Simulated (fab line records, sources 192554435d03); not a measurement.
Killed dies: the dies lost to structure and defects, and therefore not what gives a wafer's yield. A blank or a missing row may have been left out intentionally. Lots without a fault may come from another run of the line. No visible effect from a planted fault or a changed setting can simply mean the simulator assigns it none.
fab line records ; flow n5-finfet
[record] lots = 7; wafers = 21
route steps=1938 shown BEOL_M5@1141 BEOL_M6@1218 BEOL_M7@1293 BEOL_M8@1356
start-h: start of the lot's first displayed wafer, in hours after the record's first day ; wait-h: hours from the lot's prior step to this one ; " the same as in the row above ; L1.1+2: a row that stands for several wafers ; - either no value or no given start ; * or withheld: withheld ; < > ~ a bound
route shown NAME@n: a module of which the file shows steps, and the number in the route of the first ; usual: mean/standard deviation taken from wafers without a fault ; same: alike in all rows ; chamber/n: place in a boat ; sites: each site's reading ; _std_site: the standard deviation of these ; _edge_site: mean of outer sites minus mean of inner sites ; radius-mm: how far each site lies from the wafer's centre ; mask NAME#n: copy n ; behind: the most recent tool/chamber to have shaped the wafer ; hold: why the lot was held/for how many hours/how that ended ; device: which transistor (n, p or np) failed to switch ; end of line: tests run on the same wafers once the route is complete ; a step given without rows: its recipe and nothing more ; killed: count of dies lost to structure and defects at first sort (not the wafer's yield) ; map: per-die view of a wafer (x killed, . not killed, _ where there is no die)
set.NAME: the setting as run; set.NAME@STEP: as run at that earlier step ; model.NAME: the simulator's own value behind a step, which no gauge read
lots run with intentionally changed settings; tables by step, rows by wafer
[[steps]]
[step N5_BEOL_M5_COAT_74]
[recipe] resist = underlayer; temp-c = 205; time-s = 60; spin-rpm = 1500; resist-thk-nm = 5
lot.wafer;tool;chamber;start-h;wait-h;set.spin-rpm
L076.2+3+5;litho-track-05;0;-;-;1500
L078.1+6;litho-track-01;0;-;-;1571
L078.2;litho-track-01;0;-;-;1500
L082.2+3+4;litho-track-01;0;-;-;1500
L083.1+2+5;litho-track-05;0;-;-;1500
L085.1;litho-track-01;0;-;-;1500
L085.2+5;litho-track-01;0;-;-;1360
L090.1+5+6;litho-track-05;0;-;-;1500
L093.1+3;litho-track-01;0;-;-;1500
L093.5;litho-track-01;0;-;-;1365
[step N5_BEOL_M5_COAT_22]
[recipe] resist = CAR-EUV; spin-rpm = 1500; resist-thk-nm = 30
lot.wafer;tool;chamber;start-h;wait-h;set.spin-rpm;model.CAR-EUV_of_BEOL_M5_COAT_22.thk-nm
L076.2+3;litho-track-05;0;-;-;1500;30
L076.5;litho-track-05;0;-;-;1500;29.8
L078.1+2;litho-track-01;0;-;-;1500;30
L078.6;litho-track-01;0;-;-;1545;29.6
L082.2+3+4;litho-track-01;0;-;-;1500;30
L083.1+2+5;litho-track-05;0;-;-;1500;30
L085.1+2;litho-track-01;0;-;-;1500;30
L085.5;litho-track-01;0;-;-;1379;31.2
L090.1+5+6;litho-track-05;0;-;-;1500;30
L093.1;litho-track-01;0;-;-;1500;30.2
L093.3;litho-track-01;0;-;-;1500;30
L093.5;litho-track-01;0;-;-;1661;28.8
[step N5_BEOL_M5_EBR_24]
[recipe] solvent = PGMEA; ebr-width-mm = 1.5
[step N5_BEOL_M5_SOFTBAKE_23]
[recipe] temp-c = 110; time-s = 60; resist = CAR-EUV
[step N5_BEOL_M5_EXPOSE_25]
[recipe] mask-id = V4; na = 0.33; source-shape = quasar; sigma-inner = 0.2; sigma-outer = 0.6; polarization = unpolarized; defocus-nm = 10; dose-mj = 52.75
[step N5_BEOL_M5_PEB_26]
[recipe] peb-temp-c = 100; peb-time-s = 60; resist = CAR-EUV
[step N5_BEOL_M5_DEVELOP_27]
[recipe] develop-time-s = 30; developer = TMAH; resist = CAR-EUV; rinse-liquid = surfactant-rinse; dry = air-spin; dev-temp-c = 23
lot.wafer;tool;chamber;start-h;wait-h;set.spin-rpm@BEOL_M5_COAT_22;model.CAR-EUV_of_BEOL_M5_COAT_22.thk-nm
L076.2+5;litho-track-04;0;-;-;1500;29.4
L076.3;litho-track-04;0;-;-;1500;29.6
L078.1+2;litho-track-05;0;-;-;1500;29.6
L078.6;litho-track-05;0;-;-;1545;29
L082.2+3+4;litho-track-04;0;-;-;1500;29.4
L083.1;litho-track-01;0;-;-;1500;29.6
L083.2+5;litho-track-01;0;-;-;1500;29.4
L085.1;litho-track-04;0;-;-;1500;29.4
L085.2;litho-track-04;0;-;-;1500;29.6
L085.5;litho-track-04;0;-;-;1379;30.8
L090.1;litho-track-04;0;-;-;1500;29.4
L090.5+6;litho-track-04;0;-;-;1500;29.6
L093.1;litho-track-01;0;-;-;1500;29.8
L093.3;litho-track-01;0;-;-;1500;29.6
L093.5;litho-track-01;0;-;-;1661;28.2
[step N5_BEOL_M5_DESCUM_33]
[recipe] chemistry = O2; time-s = 7; source-power-w = 50; bias-power-w = 20; pressure-mtorr = 20; rf-frequency-hz = 2.712e+07; temp-c = 40; resist = CAR-EUV; o2-flow-sccm = 225
[step N5_BEOL_M5_ETCH_75]
[recipe] chemistry = N2/H2; target = underlayer; target-depth-a = 65; mask-material = CAR-EUV; time-s = 5.2; ion-energy-ev = 200; pressure-mtorr = 30; source-w = 840; bias-w = 150; n2-flow-sccm = 200; h2-flow-sccm = 200; ends = cleared
lot.wafer;tool;chamber;start-h;wait-h;set.spin-rpm@BEOL_M5_COAT_74;set.spin-rpm@BEOL_M5_COAT_22;model.CAR-EUV_of_BEOL_M5_COAT_22.thk-nm;model.etch.depth-nm
L076.2;rie-diel-01;1;210.14;0.0;1500;1500;20.4;4.995
L076.3;rie-diel-01;3;210.14;0.0;1500;1500;20.2;5.001
L076.5;rie-diel-01;0;210.14;0.0;1500;1500;20.4;4.998
L078.1;rie-diel-03;2;224.80;0.0;1571;1500;20.6;4.873
L078.2;rie-diel-03;0;224.80;0.0;1500;1500;20.2;5.013
L078.6;rie-diel-03;2;224.80;0.0;1571;1545;20;4.88
L082.2;rie-diel-04;2;251.38;0.0;1500;1500;20.2;5.026
L082.3;rie-diel-04;3;251.38;0.0;1500;1500;20.4;5.028
L082.4;rie-diel-04;0;251.38;0.0;1500;1500;20.2;5.023
L083.1;rie-diel-04;1;253.75;0.0;1500;1500;20.4;4.989
L083.2;rie-diel-04;3;253.75;0.0;1500;1500;20.4;5.004
L083.5;rie-diel-04;1;253.75;0.0;1500;1500;20.4;4.991
L085.1;rie-diel-01;0;280.30;0.0;1500;1500;20.4;5.003
L085.2;rie-diel-01;2;280.30;0.0;1360;1500;20;5.252
L085.5;rie-diel-01;2;280.30;0.0;1360;1379;21.2;5.264
L090.1;rie-diel-03;1;310.81;0.0;1500;1500;20.4;5.01
L090.5;rie-diel-03;2;310.81;0.0;1500;1500;20.4;5.009
L090.6;rie-diel-03;3;310.81;0.0;1500;1500;20.4;5.022
L093.1;rie-diel-03;2;323.39;0.0;1500;1500;20.6;5.013
L093.3;rie-diel-03;1;323.39;0.0;1500;1500;20.4;4.998
L093.5;rie-diel-03;0;323.39;0.0;1365;1661;18.8;5.253
[step N5_BEOL_M5_ETCH_67]
[recipe] chemistry = CF4; target = SiARC; target-depth-a = 156; mask-material = CAR-EUV; time-s = 26; ion-energy-ev = 80; pressure-mtorr = 40; source-w = 545; bias-w = 36; Ar_flow_sccm = 100; cf4-flow-sccm = 100; ends = cleared
lot.wafer;tool;chamber;start-h;wait-h;set.spin-rpm@BEOL_M5_COAT_22;model.CAR-EUV_of_BEOL_M5_COAT_22.thk-nm
L076.2+5;rie-diel-01;1,0;210.16;0.0;1500;11.2
L076.3;rie-diel-01;3;210.16;0.0;1500;11
L078.1;rie-diel-03;2;224.81;0.0;1500;11.4
L078.2;rie-diel-03;0;224.81;0.0;1500;11
L078.6;rie-diel-03;2;224.81;0.0;1545;10.8
L082.2+3+4;rie-diel-04;2,3,0;251.40;0.0;1500;11
L083.1+5;rie-diel-04;1;253.76;0.0;1500;11.2
L083.2;rie-diel-04;3;253.76;0.0;1500;11
L085.1;rie-diel-01;0;280.32;0.0;1500;11.2
L085.2;rie-diel-01;2;280.32;0.0;1500;10.8
L085.5;rie-diel-01;2;280.32;0.0;1379;12
L090.1+6;rie-diel-03;1,3;310.83;0.0;1500;11
L090.5;rie-diel-03;2;310.83;0.0;1500;11.2
L093.1;rie-diel-03;2;323.40;0.0;1500;11.4
L093.3;rie-diel-03;1;323.40;0.0;1500;11.2
L093.5;rie-diel-03;0;323.40;0.0;1661;9.4
[step N5_BEOL_M6_COAT_63]
[recipe] resist = SOC; temp-c = 250; time-s = 60; spin-rpm = 1500; resist-thk-nm = 60
lot.wafer;tool;chamber;start-h;wait-h;set.spin-rpm;model.SOC_of_BEOL_M6_COAT_63.thk-nm
L076.2;litho-track-01;0;223.46;1.2;1500;60.2
L076.3;litho-track-01;0;223.46;1.2;1500;60
L076.5;litho-track-01;0;223.46;1.2;1366;63
L078.1;litho-track-01;0;236.99;1.3;1500;60.4
L078.2+6;litho-track-01;0;236.99;1.3;1500;60.2
L082.2+4;litho-track-01;0;262.27;0.4;1500;60.2
L082.3;litho-track-01;0;262.27;0.4;1500;60
L083.1;litho-track-01;0;266.25;2.0;1500;60.2
L083.2;litho-track-01;0;266.25;2.0;1386;62.6
L083.5;litho-track-01;0;266.25;2.0;1386;62.8
L085.1;litho-track-02;0;293.56;1.2;1500;60.2
L085.2+5;litho-track-02;0;293.56;1.2;1500;60
L090.1+5;litho-track-03;0;323.25;2.5;1642;57.6
L090.6;litho-track-03;0;323.25;2.5;1500;60
L093.1+5;litho-track-01;0;334.80;0.1;1500;60
L093.3;litho-track-01;0;334.80;0.1;1351;63.4
[step N5_BEOL_M6_COAT_71]
[recipe] resist = underlayer; temp-c = 205; time-s = 60; spin-rpm = 1500; resist-thk-nm = 5
lot.wafer;tool;chamber;start-h;wait-h;set.spin-rpm
L076.2+3;litho-track-01;0;-;-;1623
L076.5;litho-track-01;0;-;-;1500
L078.1;litho-track-01;0;-;-;1500
L078.2+6;litho-track-01;0;-;-;1554
L082.2+3+4;litho-track-01;0;-;-;1500
L083.1;litho-track-01;0;-;-;1500
L083.2+5;litho-track-01;0;-;-;1620
L085.1+5;litho-track-02;0;-;-;1500
L085.2;litho-track-02;0;-;-;1583
L090.1+5+6;litho-track-03;0;-;-;1500
L093.1+5;litho-track-01;0;-;-;1500
L093.3;litho-track-01;0;-;-;1403
[step N5_BEOL_M6_COAT_22]
[recipe] resist = CAR-EUV; spin-rpm = 1500; resist-thk-nm = 30
[step N5_BEOL_M6_EBR_24]
[recipe] solvent = PGMEA; ebr-width-mm = 1.5
[step N5_BEOL_M6_DESCUM_33]
[recipe] chemistry = O2; time-s = 7; source-power-w = 50; bias-power-w = 20; pressure-mtorr = 20; rf-frequency-hz = 2.712e+07; temp-c = 40; resist = CAR-EUV; o2-flow-sccm = 225
[step N5_BEOL_M6_ETCH_72]
[recipe] chemistry = N2/H2; target = underlayer; target-depth-a = 65; mask-material = CAR-EUV; time-s = 5.2; ion-energy-ev = 200; pressure-mtorr = 30; source-w = 840; bias-w = 150; n2-flow-sccm = 200; h2-flow-sccm = 200; ends = cleared
lot.wafer;tool;chamber;start-h;wait-h;set.spin-rpm@BEOL_M6_COAT_71;model.etch.depth-nm
L076.2;rie-diel-06;3;223.89;0.0;1623;4.805
L076.3;rie-diel-06;2;223.89;0.0;1623;4.808
L076.5;rie-diel-06;2;223.89;0.0;1500;5.023
L078.1;rie-diel-02;2;237.57;0.0;1500;5.008
L078.2;rie-diel-02;1;237.57;0.0;1554;4.918
L078.6;rie-diel-02;3;237.57;0.0;1554;4.899
L082.2;rie-diel-06;0;262.76;0.0;1500;4.989
L082.3;rie-diel-06;1;262.76;0.0;1500;4.991
L082.4;rie-diel-06;2;262.76;0.0;1500;4.99
L083.1;rie-diel-06;1;266.90;0.0;1500;5.028
L083.2;rie-diel-06;3;266.90;0.0;1620;4.818
L083.5;rie-diel-06;1;266.90;0.0;1620;4.82
L085.1;rie-diel-02;3;294.04;0.0;1500;5.025
L085.2;rie-diel-02;2;294.04;0.0;1583;4.887
L085.5;rie-diel-02;3;294.04;0.0;1500;4.996
L090.1;rie-diel-02;1;323.68;0.0;1500;4.994
L090.5;rie-diel-02;3;323.68;0.0;1500;5.02
L090.6;rie-diel-02;2;323.68;0.0;1500;5.006
L093.1;rie-diel-05;1;335.35;0.0;1500;5.029
L093.3;rie-diel-05;2;335.35;0.0;1403;5.177
L093.5;rie-diel-05;0;335.35;0.0;1500;5.012
[step N5_BEOL_M6_ETCH_65]
[recipe] chemistry = CF4; target = SiARC; target-depth-a = 156; mask-material = CAR-EUV; time-s = 26; ion-energy-ev = 80; pressure-mtorr = 40; source-w = 545; bias-w = 36; Ar_flow_sccm = 100; cf4-flow-sccm = 100; ends = cleared
[step N5_BEOL_M6_ETCH_66]
[recipe] chemistry = N2/H2; target = SOC; target-depth-a = 800; overetch-a = 160; mask-material = SiARC; temp-c = 40; time-s = 120; ion-energy-ev = 200; pressure-mtorr = 30; source-w = 840; bias-w = 150; n2-flow-sccm = 200; h2-flow-sccm = 200
lot.wafer;tool;chamber;start-h;wait-h;set.spin-rpm@BEOL_M6_COAT_63;model.etch.depth-nm
L076.2;rie-diel-06;3;223.94;0.0;1500;60.17
L076.3;rie-diel-06;2;223.94;0.0;1500;59.99
L076.5;rie-diel-06;2;223.94;0.0;1366;62.92
L078.1;rie-diel-02;2;237.61;0.0;1500;60.3
L078.2;rie-diel-02;1;237.61;0.0;1500;60.26
L078.6;rie-diel-02;3;237.61;0.0;1500;60.22
L082.2;rie-diel-06;0;262.81;0.0;1500;60.14
L082.3;rie-diel-06;1;262.81;0.0;1500;59.92
L082.4;rie-diel-06;2;262.81;0.0;1500;60.21
L083.1;rie-diel-06;1;266.95;0.0;1500;60.27
L083.2;rie-diel-06;3;266.95;0.0;1386;62.64
L083.5;rie-diel-06;1;266.95;0.0;1386;62.83
L085.1;rie-diel-02;3;294.08;0.0;1500;60.13
L085.2;rie-diel-02;2;294.08;0.0;1500;59.99
L085.5;rie-diel-02;3;294.08;0.0;1500;59.93
L090.1;rie-diel-02;1;323.73;0.0;1642;57.51
L090.5;rie-diel-02;3;323.73;0.0;1642;57.54
L090.6;rie-diel-02;2;323.73;0.0;1500;59.96
L093.1;rie-diel-05;1;335.40;0.0;1500;60
L093.3;rie-diel-05;2;335.40;0.0;1351;63.41
L093.5;rie-diel-05;0;335.40;0.0;1500;60.03
[step N5_BEOL_M7_EXPOSE_25]
[recipe] mask-id = V6; na = 0.33; source-shape = annular; sigma-inner = 0.4; sigma-outer = 0.8; polarization = unpolarized; target-cd-nm = 40; dose-mj = 42.5
lot.wafer;tool;chamber;start-h;wait-h;mask;set.dose-mj
L076.2+3;euv-scanner-01;0;231.15;-;V6#0;42.5
L076.5;euv-scanner-01;0;231.15;-;V6#0;44.95
L078.1+6;euv-scanner-01;0;246.74;-;V6#0;45.32
L078.2;euv-scanner-01;0;246.74;-;V6#0;42.5
L082.2+3+4;euv-scanner-01;0;275.82;-;V6#0;42.5
L083.1+2+5;euv-scanner-01;0;275.86;-;V6#0;42.5
L085.1+2;euv-scanner-01;0;303.20;-;V6#0;40.65
L085.5;euv-scanner-01;0;303.20;-;V6#0;42.5
L090.1+5+6;euv-scanner-01;0;332.81;-;V6#0;42.5
L093.1+3+5;euv-scanner-01;0;344.78;-;V6#0;42.5
[step N5_BEOL_M7_PEB_26]
[recipe] peb-temp-c = 100; peb-time-s = 60; resist = CAR-EUV
[step N5_BEOL_M7_DEVELOP_27]
[recipe] develop-time-s = 30; developer = TMAH; resist = CAR-EUV; rinse-liquid = surfactant-rinse; dry = air-spin; dev-temp-c = 23
[step N5_BEOL_M7_CD_MEAS_28]
[recipe] target-cd-nm = 40; landing-energy-ev = 500; detector = se-inlens
[usual] cd-nm = 40.04/0.23
lot.wafer;tool;chamber;start-h;wait-h;set.dose-mj@BEOL_M7_EXPOSE_25;cd-nm
L076.2;cd-sem-03;0;231.28;-;42.5;40.17
L076.3;cd-sem-03;0;231.28;-;42.5;39.73
L076.5;cd-sem-03;0;231.28;-;44.95;41.05
L078.1;cd-sem-03;0;246.87;-;45.32;41.41
L078.2;cd-sem-03;0;246.87;-;42.5;40.14
L078.6;cd-sem-03;0;246.87;-;45.32;41.83
L082.2;cd-sem-03;0;275.95;-;42.5;39.50
L082.3;cd-sem-03;0;275.95;-;42.5;40.10
L082.4;cd-sem-03;0;275.95;-;42.5;39.86
L083.1;cd-sem-02;0;275.99;-;42.5;39.83
L083.2;cd-sem-02;0;275.99;-;42.5;39.78
L083.5;cd-sem-02;0;275.99;-;42.5;40.30
L085.1;cd-sem-01;0;303.33;-;40.65;39.00
L085.2;cd-sem-01;0;303.33;-;40.65;38.89
L085.5;cd-sem-01;0;303.33;-;42.5;40.10
L090.1;cd-sem-03;0;332.94;-;42.5;40.25
L090.5;cd-sem-03;0;332.94;-;42.5;40.03
L090.6;cd-sem-03;0;332.94;-;42.5;40.23
L093.1;cd-sem-01;0;344.92;-;42.5;40.07
L093.3;cd-sem-01;0;344.92;-;42.5;40.59
L093.5;cd-sem-01;0;344.92;-;42.5;40.27
[step N5_BEOL_M7_DESCUM_33]
[recipe] chemistry = O2; time-s = 7; source-power-w = 50; bias-power-w = 20; pressure-mtorr = 20; rf-frequency-hz = 2.712e+07; temp-c = 40; resist = CAR-EUV; o2-flow-sccm = 225
lot.wafer;tool;chamber;start-h;wait-h;set.dose-mj@BEOL_M7_EXPOSE_25;model.BEOL_M7.cd-nm
L076.2;rie-diel-01;1;231.83;0.5;42.5;40.2
L076.3;rie-diel-01;3;231.83;0.5;42.5;40
L076.5;rie-diel-01;2;231.83;0.5;44.95;41.2
L078.1;rie-diel-03;1;247.37;0.3;45.32;41.2
L078.2;rie-diel-03;2;247.37;0.3;42.5;40.4
L078.6;rie-diel-03;3;247.37;0.3;45.32;41.4
L082.2;rie-diel-04;3;276.07;0.0;42.5;40
L082.3+4;rie-diel-04;1,0;276.07;0.0;42.5;39.8
L083.1;rie-diel-03;2;276.24;0.2;42.5;40.2
L083.2+5;rie-diel-03;3,0;276.24;0.2;42.5;40
L085.1;rie-diel-04;1;303.45;0.0;40.65;39
L085.2;rie-diel-04;0;303.45;0.0;40.65;38.8
L085.5;rie-diel-04;1;303.45;0.0;42.5;40
L090.1;rie-diel-03;3;333.07;0.0;42.5;39.8
L090.5+6;rie-diel-03;2,3;333.07;0.0;42.5;40
L093.1+3+5;rie-diel-01;2,0,1;345.09;0.1;42.5;40
[step N5_BEOL_M7_ETCH_72]
[recipe] chemistry = N2/H2; target = underlayer; target-depth-a = 65; mask-material = CAR-EUV; time-s = 5.2; ion-energy-ev = 200; pressure-mtorr = 30; source-w = 840; bias-w = 150; n2-flow-sccm = 200; h2-flow-sccm = 200; ends = cleared
lot.wafer;tool;chamber;start-h;wait-h;set.dose-mj@BEOL_M7_EXPOSE_25;model.BEOL_M7.cd-nm
L076.2;rie-diel-01;1;231.86;0.0;42.5;40.2
L076.3;rie-diel-01;3;231.86;0.0;42.5;40
L076.5;rie-diel-01;2;231.86;0.0;44.95;41.4
L078.1;rie-diel-03;1;247.40;0.0;45.32;41.2
L078.2;rie-diel-03;2;247.40;0.0;42.5;40.4
L078.6;rie-diel-03;3;247.40;0.0;45.32;41.4
L082.2+3+4;rie-diel-04;3,1,0;276.10;0.0;42.5;39.8
L083.1;rie-diel-03;2;276.27;0.0;42.5;40.2
L083.2+5;rie-diel-03;3,0;276.27;0.0;42.5;40
L085.1;rie-diel-04;1;303.49;0.0;40.65;39
L085.2;rie-diel-04;0;303.49;0.0;40.65;38.8
L085.5;rie-diel-04;1;303.49;0.0;42.5;40
L090.1+6;rie-diel-03;3;333.10;0.0;42.5;40
L090.5;rie-diel-03;2;333.10;0.0;42.5;39.8
L093.1+3+5;rie-diel-01;2,0,1;345.12;0.0;42.5;40
[step N5_BEOL_M7_ETCH_65]
[recipe] chemistry = CF4; target = SiARC; target-depth-a = 156; mask-material = CAR-EUV; time-s = 26; ion-energy-ev = 80; pressure-mtorr = 40; source-w = 545; bias-w = 36; Ar_flow_sccm = 100; cf4-flow-sccm = 100; ends = cleared
lot.wafer;tool;chamber;start-h;wait-h;set.dose-mj@BEOL_M7_EXPOSE_25;model.BEOL_M7.cd-nm
L076.2;rie-diel-01;1;231.88;0.0;42.5;40.2
L076.3;rie-diel-01;3;231.88;0.0;42.5;40
L076.5;rie-diel-01;2;231.88;0.0;44.95;41.4
L078.1+6;rie-diel-03;1,3;247.42;0.0;45.32;41.4
L078.2;rie-diel-03;2;247.42;0.0;42.5;40.4
L082.2+3+4;rie-diel-04;3,1,0;276.12;0.0;42.5;39.8
L083.1;rie-diel-03;2;276.29;0.0;42.5;40
L083.2+5;rie-diel-03;3,0;276.29;0.0;42.5;39.8
L085.1;rie-diel-04;1;303.50;0.0;40.65;39.2
L085.2;rie-diel-04;0;303.50;0.0;40.65;38.8
L085.5;rie-diel-04;1;303.50;0.0;42.5;40.2
L090.1+6;rie-diel-03;3;333.12;0.0;42.5;40
L090.5;rie-diel-03;2;333.12;0.0;42.5;39.8
L093.1+3;rie-diel-01;2,0;345.14;0.0;42.5;40
L093.5;rie-diel-01;1;345.14;0.0;42.5;39.8
[step N5_BEOL_M7_ETCH_66]
[recipe] chemistry = N2/H2; target = SOC; target-depth-a = 800; overetch-a = 160; mask-material = SiARC; temp-c = 40; time-s = 120; ion-energy-ev = 200; pressure-mtorr = 30; source-w = 840; bias-w = 150; n2-flow-sccm = 200; h2-flow-sccm = 200
[usual] rf-vpp-V = 523.4/2.2
lot.wafer;tool;chamber;start-h;wait-h;set.bias-w;set.dose-mj@BEOL_M7_EXPOSE_25;rf-vpp-V;model.BEOL_M7.cd-nm
L076.2;rie-diel-01;1;231.91;0.0;150;42.5;521.2;40.2
L076.3;rie-diel-01;3;231.91;0.0;134.8;42.5;493.5;40.2
L076.5;rie-diel-01;2;231.91;0.0;134.8;44.95;492.0;41.6
L078.1;rie-diel-03;1;247.45;0.0;164;45.32;556.6;41
L078.2;rie-diel-03;2;247.45;0.0;150;42.5;527.1;40.2
L078.6;rie-diel-03;3;247.45;0.0;150;45.32;522.5;41.6
L082.2;rie-diel-04;3;276.15;0.0;150;42.5;524.7;39.6
L082.3;rie-diel-04;1;276.15;0.0;150;42.5;520.8;39.6
L082.4;rie-diel-04;0;276.15;0.0;150;42.5;525.7;39.6
L083.1;rie-diel-03;2;276.32;0.0;150;42.5;525.3;40
L083.2;rie-diel-03;3;276.32;0.0;150;42.5;521.6;40
L083.5;rie-diel-03;0;276.32;0.0;150;42.5;523.4;40
L085.1;rie-diel-04;1;303.53;0.0;168.9;40.65;561.5;39
L085.2;rie-diel-04;0;303.53;0.0;168.9;40.65;566.6;38.8
L085.5;rie-diel-04;1;303.53;0.0;150;42.5;520.7;40
L090.1;rie-diel-03;3;333.15;0.0;159.6;42.5;542.6;40
L090.5;rie-diel-03;2;333.15;0.0;159.6;42.5;546.7;39.8
L090.6;rie-diel-03;3;333.15;0.0;159.6;42.5;542.3;40.2
L093.1;rie-diel-01;2;345.17;0.0;160.6;42.5;548.9;40
L093.3;rie-diel-01;0;345.17;0.0;160.6;42.5;545.8;40
L093.5;rie-diel-01;1;345.17;0.0;150;42.5;520.1;39.8
[step N5_BEOL_M8_COAT_63]
[recipe] resist = SOC; temp-c = 250; time-s = 60; spin-rpm = 1500; resist-thk-nm = 60
lot.wafer;tool;chamber;start-h;wait-h;set.spin-rpm;model.SOC_of_BEOL_M8_COAT_63.thk-nm
L076.2+3+5;litho-track-02;0;239.89;0.1;1500;60
L078.1;litho-track-02;0;256.74;0.4;1500;60.2
L078.2;litho-track-02;0;256.74;0.4;1601;58.2
L078.6;litho-track-02;0;256.74;0.4;1500;60
L082.2+3;litho-track-02;0;282.36;0.9;1500;60
L082.4;litho-track-02;0;282.36;0.9;1500;60.2
L083.1;litho-track-04;0;285.82;0.9;1543;59.4
L083.2;litho-track-04;0;285.82;0.9;1543;59.6
L083.5;litho-track-04;0;285.82;0.9;1500;60.2
L085.1;litho-track-01;0;310.25;0.5;1500;60
L085.2+5;litho-track-01;0;310.25;0.5;1500;59.8
L090.1;litho-track-01;0;340.93;1.3;1571;59
L090.5+6;litho-track-01;0;340.93;1.3;1500;60.2
L093.1;litho-track-04;0;354.10;0.0;1500;59.8
L093.3;litho-track-04;0;354.10;0.0;1500;60
L093.5;litho-track-04;0;354.10;0.0;1446;61.2
[[key]]
[split] step = N5_BEOL_M5_COAT_74; setting = spin-rpm; stated = 1500; by = wafer
[response] step = N5_BEOL_M5_ETCH_75; reading = model.etch.depth-nm; change = -0.0276; per = 1%; r = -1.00
[split] step = N5_BEOL_M5_COAT_22; setting = spin-rpm; stated = 1500; by = wafer
[response] step = N5_BEOL_M5_COAT_22; reading = model.CAR-EUV_of_BEOL_M5_COAT_22.thk-nm; change = -0.131; per = 1%; r = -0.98
[response] step = N5_BEOL_M5_DEVELOP_27; reading = model.CAR-EUV_of_BEOL_M5_COAT_22.thk-nm; change = -0.15; per = 1%; r = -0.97
[response] step = N5_BEOL_M5_ETCH_75; reading = model.CAR-EUV_of_BEOL_M5_COAT_22.thk-nm; change = -0.145; per = 1%; r = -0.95
[response] step = N5_BEOL_M5_ETCH_67; reading = model.CAR-EUV_of_BEOL_M5_COAT_22.thk-nm; change = -0.157; per = 1%; r = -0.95
[split] step = N5_BEOL_M6_COAT_63; setting = spin-rpm; stated = 1500; by = wafer
[response] step = N5_BEOL_M6_COAT_63; reading = model.SOC_of_BEOL_M6_COAT_63.thk-nm; change = -0.311; per = 1%; r = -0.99
[response] step = N5_BEOL_M6_ETCH_66; reading = model.etch.depth-nm; change = -0.31; per = 1%; r = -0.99
[split] step = N5_BEOL_M6_COAT_71; setting = spin-rpm; stated = 1500; by = wafer
[response] step = N5_BEOL_M6_ETCH_72; reading = model.etch.depth-nm; change = -0.0254; per = 1%; r = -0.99
[split] step = N5_BEOL_M7_EXPOSE_25; setting = dose-mj; stated = 42.5; by = wafer
[response] step = N5_BEOL_M7_CD_MEAS_28; reading = cd-nm; change = +0.22; per = 1%; r = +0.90
[response] step = N5_BEOL_M7_DESCUM_33; reading = model.BEOL_M7.cd-nm; change = +0.178; per = 1%; r = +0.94
[response] step = N5_BEOL_M7_ETCH_72; reading = model.BEOL_M7.cd-nm; change = +0.19; per = 1%; r = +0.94
[response] step = N5_BEOL_M7_ETCH_65; reading = model.BEOL_M7.cd-nm; change = +0.201; per = 1%; r = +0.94
[response] step = N5_BEOL_M7_ETCH_66; reading = model.BEOL_M7.cd-nm; change = +0.21; per = 1%; r = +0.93
[split] step = N5_BEOL_M7_ETCH_66; setting = bias-w; stated = 150; by = wafer
[response] step = N5_BEOL_M7_ETCH_66; reading = rf-vpp-V; change = +3.32; per = 1%; r = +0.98
[split] step = N5_BEOL_M8_COAT_63; setting = spin-rpm; stated = 1500; by = wafer
[response] step = N5_BEOL_M8_COAT_63; reading = model.SOC_of_BEOL_M8_COAT_63.thk-nm; change = -0.283; per = 1%; r = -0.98
